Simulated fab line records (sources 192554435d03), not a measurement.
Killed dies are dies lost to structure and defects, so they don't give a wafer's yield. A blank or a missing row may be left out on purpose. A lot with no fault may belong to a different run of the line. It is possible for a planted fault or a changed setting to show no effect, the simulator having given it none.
fab line records | flow n5-finfet
[record] lots = 10 wafers = 30 last-day = 17
route steps=1938 shown BEOL_M13@1674 PASSIVATION@1936
lots that met no fault: taken from a fault-free run of the same line
start-h: hours from the record's opening day to when the first of the lot's shown wafers began | wait-h: hours from the lot's prior step to this one | " as in the row above | L1.1+2: several wafers, shown together as one row | - no value, or no start given | * or withheld: withheld | < > ~ a bound
route shown NAME@n: NAME is a module with steps in the file, n the number in the route of the first one | usual: the fault-free wafers' mean and standard deviation | same: alike in all rows | chamber/n: place in a boat | sites: per-site readings | _std_site: standard deviation of those values | _edge_site: the outer-site mean with the inner-site mean subtracted | radius-mm: for every site, how far away it sits from the centre of the wafer | mask NAME#n: copy n | behind: the most recent tool/chamber to have shaped the wafer | hold: cause of the lot's hold/its duration in hours/its outcome | device: names the non-switching transistor (n, p or np) | end of line: the same wafers' tests at the end of the route | a step without rows: its recipe alone | killed: dies that structure and defects cost at the first sort, which is not the same as the wafer's yield | map: shows each die of a wafer: x if killed, . if not, _ if none is there
set.NAME: the run value of the setting; set.NAME@STEP: its run value at that earlier step | model.NAME: the simulator's own value behind a step, which no gauge read
one table for each step of the route and one row for each wafer, over a sample of lots
services: the hour from which a tool's chamber was out of use, counted from the record's first day as start-h (under 0 if before that day), plus the number of hours and why
[[steps]]
[step N5_BEOL_M13_VIA_ETCH_16]
[recipe] chemistry = C4F8/O2/Ar target = SiOC pressure-mtorr = 30 source-w = 3000 bias-w = 700 Ar_flow_sccm = 400 C4F8_flow_sccm = 15 O2_flow_sccm = 8 he-inner-torr = 15 he-outer-torr = 30 target-depth-a = 9217 time-s = withheld ion-energy-ev = 250 ends = cleared
[usual] C4F8_flow_sccm = 15.00/0.041 drypump-motor-current-A = 5.6/0.41 oes-product-au = 0.69/0.048 rf-vpp-V = 664/3.2 showerhead-plenum-p-Torr = 3.38/0.11 throttle-valve-pct = 24.08/0.16
// columns lot.wafer tool chamber start-h wait-h C4F8_flow_sccm drypump-motor-current-A oes-product-au rf-vpp-V showerhead-plenum-p-Torr throttle-valve-pct
L342.4 rie-diel-03 2 258.45 0.0 15.00 6.1 0.66 661 3.28 23.88
L342.5 " 2 " " 14.91 6.1 0.65 660 3.28 23.88
L342.6 " 1 " " 15.06 5.4 0.78 664 3.34 24.05
L343.2 rie-diel-03 3 259.62 0.0 15.00 5.1 0.72 668 3.58 24.21
L343.4 " 1 " " 15.01 5.4 0.76 664 3.34 24.04
L343.6 " 1 " " 14.99 5.4 0.76 663 3.34 24.05
L345.1 rie-diel-03 2 284.55 0.0 15.01 6.2 0.66 661 3.27 23.91
L345.3 " 3 " " 14.97 5.1 0.71 669 3.57 24.24
L345.5 " 3 " " 14.97 5.1 0.71 670 3.57 24.26
L348.1 rie-diel-03 0 302.91 0.0 15.07 5.5 0.66 665 3.37 23.93
L348.3 " 3 " " 14.98 5.1 0.71 670 3.57 24.25
L348.6 " 0 " " 15.07 5.5 0.65 664 3.37 23.91
L351.1 rie-diel-05 0 309.10 0.0 14.95 5.6 0.62 664 3.36 24.28
L351.5 " 0 " " 14.97 5.6 0.62 663 3.36 24.29
L351.6 " 1 " " 15.01 6.5 0.77 663 3.34 24.06
L352.1 rie-diel-03 1 315.19 0.0 15.03 5.4 0.74 663 3.33 24.06
L352.3 " 0 " " 14.94 5.5 0.65 665 3.36 23.94
L352.6 " 2 " " 15.00 6.2 0.65 661 3.27 23.90
L354.3 rie-diel-03 2 332.16 0.0 15.02 6.1 0.64 659 3.26 23.91
L354.4 " 3 " " 14.97 5.1 0.70 670 3.56 24.27
L354.5 " 1 " " 15.04 5.4 0.74 664 3.33 24.08
L357.1 rie-diel-03 0 347.21 0.0 14.96 5.5 0.65 665 3.36 23.95
L357.3 " 2 " " 14.98 6.2 0.64 662 3.26 23.93
L357.4 " 1 " " 14.97 5.4 0.74 664 3.33 24.06
L359.3 rie-diel-06 0 362.70 0.0 14.95 5.9 0.64 668 3.49 23.92
L359.5 " 3 " " 14.99 5.7 0.64 669 3.54 24.31
L359.6 " 0 " " 15.01 5.9 0.64 669 3.49 23.93
L361.1 rie-diel-03 2 365.65 0.0 15.02 6.1 0.64 661 3.26 23.92
L361.4 " 0 " " 15.01 5.5 0.64 664 3.35 23.94
L361.5 " 1 " " 14.95 5.4 0.73 661 3.33 24.08
[step N5_BEOL_M13_CD_MEAS_28]
[recipe] target-cd-nm = 209.5 landing-energy-ev = 500 detector = se-inlens
[usual] cd-nm = 210.6/1.2
// columns lot.wafer tool chamber start-h wait-h cd-nm
L342.4 cd-sem-03 0 259.23 - 211.3
L342.5 " 0 " " 210.2
L342.6 " 0 " " 210.6
L343.2 cd-sem-03 0 260.52 - 211.2
L343.4 " 0 " " 209.7
L343.6 " 0 " " 210.8
L345.1 cd-sem-01 0 285.32 - 210.0
L345.3 " 0 " " 209.9
L345.5 " 0 " " 210.1
L348.1 cd-sem-01 0 303.68 - 210.5
L348.3 " 0 " " 208.2
L348.6 " 0 " " 209.6
L351.1 cd-sem-01 0 310.00 - 212.0
L351.5 " 0 " " 210.6
L351.6 " 0 " " 213.2
L352.1 cd-sem-01 0 316.09 - 209.0
L352.3 " 0 " " 210.2
L352.6 " 0 " " 209.5
L354.3 cd-sem-02 0 332.93 - 211.8
L354.4 " 0 " " 212.6
L354.5 " 0 " " 211.1
L357.1 cd-sem-02 0 347.97 - 210.4
L357.3 " 0 " " 210.9
L357.4 " 0 " " 209.9
L359.3 cd-sem-01 0 363.60 - 210.3
L359.5 " 0 " " 212.2
L359.6 " 0 " " 210.8
L361.1 cd-sem-02 0 366.42 - 212.5
L361.4 " 0 " " 211.0
L361.5 " 0 " " 210.2
[step N5_BEOL_M13_OVL_MEAS_29]
[recipe] points-per-wafer = 44
[usual] M13_OVL = 2/5.2
// columns lot.wafer tool chamber start-h wait-h M13_OVL[nm]
L342.4 overlay-01 0 259.26 0.0 -2
L342.5 " 0 " " -2
L342.6 " 0 " " 4
L343.2 overlay-01 0 260.55 0.0 10
L343.4 " 0 " " 2
L343.6 " 0 " " 7
L345.1 overlay-01 0 285.35 0.0 3
L345.3 " 0 " " 0
L345.5 " 0 " " 2
L348.1 overlay-02 0 303.71 0.0 5
L348.3 " 0 " " 1
L348.6 " 0 " " -5
L351.1 overlay-01 0 310.03 0.0 5
L351.5 " 0 " " -1
L351.6 " 0 " " 8
L352.1 overlay-02 0 316.12 0.0 3
L352.3 " 0 " " 0
L352.6 " 0 " " 4
L354.3 overlay-02 0 332.96 0.0 -5
L354.4 " 0 " " 4
L354.5 " 0 " " 1
L357.1 overlay-01 0 348.01 0.0 -3
L357.3 " 0 " " 3
L357.4 " 0 " " 4
L359.3 overlay-01 0 363.63 0.0 4
L359.5 " 0 " " 5
L359.6 " 0 " " 13
L361.1 overlay-01 0 366.45 0.0 2
L361.4 " 0 " " -5
L361.5 " 0 " " 8
[step N5_BEOL_M13_INSPECT_30]
[recipe] mode = adi inspect-instrument = macro
[usual] raw-defect-count = 1.9/1.4
// columns lot.wafer tool chamber start-h wait-h raw-defect-count
L342.4 defect-inspect-01 - 259.28 0.0 1
L342.5 " - " " 1
L342.6 " - " " 2
L343.2 defect-inspect-02 - 260.57 0.0 1
L343.4 " - " " 2
L343.6 " - " " 0
L345.1 defect-inspect-01 - 285.38 0.0 0
L345.3 " - " " 2
L345.5 " - " " 3
L348.1 defect-inspect-01 - 303.74 0.0 4
L348.3 " - " " 0
L348.6 " - " " 1
L351.1 defect-inspect-01 - 310.05 0.0 1
L351.5 " - " " 2
L351.6 " - " " 2
L352.1 defect-inspect-02 - 316.14 0.0 2
L352.3 " - " " 0
L352.6 " - " " 1
L354.3 defect-inspect-02 - 332.98 0.0 2
L354.4 " - " " 3
L354.5 " - " " 1
L357.1 defect-inspect-02 - 348.03 0.0 4
L357.3 " - " " 2
L357.4 " - " " 1
L359.3 defect-inspect-02 - 363.66 0.0 1
L359.5 " - " " 2
L359.6 " - " " 7
L361.1 defect-inspect-02 - 366.47 0.0 5
L361.4 " - " " 22
L361.5 " - " " 1
[step N5_BEOL_M13_DESCUM_33]
[recipe] chemistry = O2 time-s = 7.9 source-power-w = 50 bias-power-w = 20 pressure-mtorr = 20 rf-frequency-hz = 2.712e+07 temp-c = 40 o2-flow-sccm = 225
[usual] drypump-motor-current-A = 5.7/0.44 oes-product-au = 0.76/0.06 rf-vpp-V = 242.9/1.4 showerhead-plenum-p-Torr = 2.07/0.074 temp-c = 40.01/0.11 throttle-valve-pct = 20.38/0.19
// columns lot.wafer tool chamber start-h wait-h drypump-motor-current-A oes-product-au rf-hours-counter-h rf-vpp-V showerhead-plenum-p-Torr temp-c throttle-valve-pct
L342.4 rie-diel-05 2 259.31 0.0 4.8 0.83 73 243.0 2.12 40.04 20.28
L342.5 " 1 " " 6.5 0.87 - 242.6 2.05 39.83 20.25
L342.6 " 0 " " 5.6 0.69 - 242.7 2.07 40.17 20.65
L343.2 rie-diel-03 2 260.61 0.0 6.1 0.73 190 241.7 1.99 40.01 20.07
L343.4 " 1 " " 5.4 0.85 64 244.2 2.03 40.02 20.17
L343.6 " 2 " " 6.1 0.73 - 242.9 1.99 39.95 20.08
L345.1 rie-diel-03 1 285.41 0.0 5.4 0.85 72 241.5 2.02 40.02 20.16
L345.3 " 2 " " 6.1 0.73 198 242.6 1.99 39.99 20.11
L345.5 " 0 " " 5.5 0.74 - 242.7 2.08 39.94 20.35
L348.1 rie-diel-05 3 303.77 0.0 6.1 0.74 188 243.3 2.10 39.97 20.49
L348.3 " 0 " " 5.6 0.69 241 242.6 2.07 40.14 20.67
L348.6 " 0 " " 5.6 0.68 - 242.7 2.07 39.91 20.68
L351.1 rie-diel-03 0 310.12 0.1 5.5 0.73 207 242.8 2.08 40.10 20.36
L351.5 " 2 " " 6.1 0.72 - 239.4 1.98 40.02 20.11
L351.6 " 1 " " 5.4 0.83 - 242.6 2.02 40.02 20.19
L352.1 rie-diel-03 1 316.18 0.0 5.4 0.83 82 241.1 2.02 40.01 20.19
L352.3 " 2 " " 6.1 0.72 208 243.1 1.98 39.84 20.12
L352.6 " 2 " " 6.0 0.72 - 242.3 1.98 39.93 20.12
L354.3 rie-diel-03 3 333.01 0.0 5.1 0.77 138 244.9 2.18 39.75 20.42
L354.4 " 1 " " 5.4 0.82 88 242.7 2.02 40.10 20.19
L354.5 " 0 " " 5.5 0.72 - 242.4 2.08 40.00 20.37
L357.1 rie-diel-03 3 348.06 0.0 5.1 0.77 143 243.9 2.18 39.92 20.46
L357.3 " 0 " " 5.5 0.72 219 243.5 2.07 39.91 20.37
L357.4 " 1 " " 5.4 0.82 92 241.5 2.02 40.00 20.20
L359.3 rie-diel-06 2 363.69 0.0 6.0 0.73 163 244.1 2.11 40.14 20.79
L359.5 " 3 " " 5.7 0.70 - 243.4 2.14 40.09 20.35
L359.6 " 2 " " 6.0 0.73 - 242.9 2.10 40.19 20.79
L361.1 rie-diel-06 3 366.51 0.0 5.7 0.71 207 244.1 2.14 40.15 20.35
L361.4 " 2 " " 6.1 0.73 164 243.0 2.10 39.74 20.80
L361.5 " 3 " " 5.7 0.71 - 244.8 2.14 40.06 20.34
[step N5_PASSIVATION_PROBE_49]
[usual] defect-limited-yield = 91.1/1.4 killed_at_M0_to_M3 = 32/9.3 killed_at_M4_up = 13/5.8 killed-at-contacts = 12/6.3 killed-at-front-end = 44/12 killed-at-other = 3.6/2.7 killed-dies = 104/17 killed-open = 69/13 killed-short = 34/6.9 sort_bin_5_function = 5.2/0.98 sort_bin_6_memory = 3.3/0.59 sort-n-pass = 1075/17 sort-yield-pct = 91.1/1.4
[same] gross-dies = 1180 killed-at-back-side = 0 sort_bin_4_leakage[%] = 0 sort_bin_8_speed[%] = 0
// columns lot.wafer tool chamber start-h wait-h defect-limited-yield[%] killed_at_M0_to_M3 killed_at_M4_up killed-at-contacts killed-at-front-end killed-at-other killed-dies killed-open killed-short sort_bin_5_function[%] sort_bin_6_memory[%] sort-n-pass sort-yield-pct[%]
L361.4 prober-02 - 396.33 0.2 90.5 26 25 10 44 7 112 62 31 4.8 4.2 1068 90.5
// killed by level:class
L361.4 BEOL_M13:unspecified=18 FIN_SAQP:geometric-particle:open=10 FIN_SAQP:geometric-particle:short=9 MOL_CONTACT_COAG:geometric-particle:open=9 BEOL_M2:geometric-particle:open=7 DUMMY_GATE:geometric-particle:open=5 BEOL_M0_SAQP:geometric-particle:open=5 BEOL_M3:geometric-particle:open=4
[[services]]
// columns tool chamber start-h hours kind
rie-diel-05 0 241.22 3.8 repair
rie-diel-06 3 291.19 8.3 repair
rie-diel-05 0 320.99 2.0 repair
rie-diel-06 1 332.37 8.2 repair
rie-diel-05 0 334.81 - clean
rie-diel-05 0 334.81 - consumable-replace:focus-ring
rie-diel-05 0 334.81 13.4 scheduled-down
rie-diel-05 0 334.81 13.4 vent-cycle
rie-diel-03 1 353.01 10.2 repair
rie-diel-03 2 354.84 6.4 repair
[[key]]
[first-sign] step = N5_BEOL_M13_INSPECT_30 reading = raw-defect-count direction = up sigmas = 14 usual = 1.9 struck = 22
effect none on later readings
met-at N5_BEOL_M13_VIA_ETCH_16
struck-lots L361
struck-wafers L361.4
not-acting-at N5_BEOL_M13_CD_MEAS_28,N5_BEOL_M13_OVL_MEAS_29,N5_BEOL_M13_DESCUM_33
onset-between 347.21 365.65
[fault] kind = chamber-particle-source tool = rie-diel-03 chamber = 0 onset-h = 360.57 steps = N5_BEOL_M13_VIA_ETCH_16 rate-per-visit-cm2 = 0.032703 end-h = 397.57
